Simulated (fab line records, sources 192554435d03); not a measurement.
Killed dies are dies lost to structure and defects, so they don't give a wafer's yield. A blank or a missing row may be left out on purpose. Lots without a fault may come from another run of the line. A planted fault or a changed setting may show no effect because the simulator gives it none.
Which tool did it? | flow n5_finfet | 11 lots, 33 wafers sampled, at 2 steps of a route of 1938

WHAT THE GAUGES READ, wafer by wafer
N5_BEOL_M9_CD_MEAS_35: target cd 70 nm, target cd y 40 nm.
lot  | measured     | on        | cd_nm (nm)
L545 | day 9 20:58  | cd_sem-01 | 70.4 69.2 69.9
L546 | day 10 19:03 | cd_sem-03 | 70.8 69.7 70.1
L550 | day 11 08:02 | cd_sem-01 | 69.7 69.5 69.2
L547 | day 11 12:53 | cd_sem-01 | 70.6 70.5 69.0
L551 | day 12 00:02 | cd_sem-03 | 71.1 69.3 69.5
L554 | day 12 18:39 | cd_sem-02 | 70.5 70.6 69.5
L555 | day 13 02:10 | cd_sem-01 | 68.7 69.7 70.1
L556 | day 13 10:34 | cd_sem-01 | 70.0 69.9 70.7
L558 | day 13 12:37 | cd_sem-01 | 68.5 69.1 70.6
L557 | day 13 17:21 | cd_sem-01 | 70.3 69.8 69.6
L561 | day 14 15:16 | cd_sem-02 | 70.0 69.3 70.2

WHICH TOOL RAN EACH LOT (tool, then ch and the chambers of the sampled wafers, then the start)
lot  | N5_BEOL_M9_PECVD_70
L545 | pecvd-02 ch 0,2, day 9 16:49
L546 | pecvd-03 ch 1,2, day 10 13:41
L550 | pecvd-01 ch 0,1,2, day 11 05:07
L547 | pecvd-01 ch 0,1,2, day 11 07:37
L551 | pecvd-03 ch 0,2, day 11 18:25
L554 | pecvd-03 ch 1,2, day 12 14:19
L555 | pecvd-01 ch 0,1,2, day 12 19:02
L556 | pecvd-01 ch 0,1, day 13 06:05
L558 | pecvd-01 ch 0,1,2, day 13 08:14
L557 | pecvd-03 ch 0,1,2, day 13 13:28
L561 | pecvd-01 ch 1,2, day 14 09:13
- N5_BEOL_M9_PECVD_70: deposits SiO2 from TEOS/O2, target thk 20 nm, time 22.7 s.

THE ANSWER, worked out from the rows above alone
Rule: what is usual is taken from the lots themselves. Put in order of their means at a reading, lots are off if they are a third of the lots or fewer, leave a main group of 4 or more, and stand apart from it by a gap of 3 or more times the standard deviation of the main group's means; of several such gaps the widest counts. A main group whose means are all the same, to the digits that the tables above print for the reading, isn't used. A lot without any number at a reading at which 4 lots or more have one is off too. The other lots that the step has rows for count as sound.
No lot is off at any reading shown: from this, nothing can be told.

WHAT THE SIMULATOR HAD PUT IN
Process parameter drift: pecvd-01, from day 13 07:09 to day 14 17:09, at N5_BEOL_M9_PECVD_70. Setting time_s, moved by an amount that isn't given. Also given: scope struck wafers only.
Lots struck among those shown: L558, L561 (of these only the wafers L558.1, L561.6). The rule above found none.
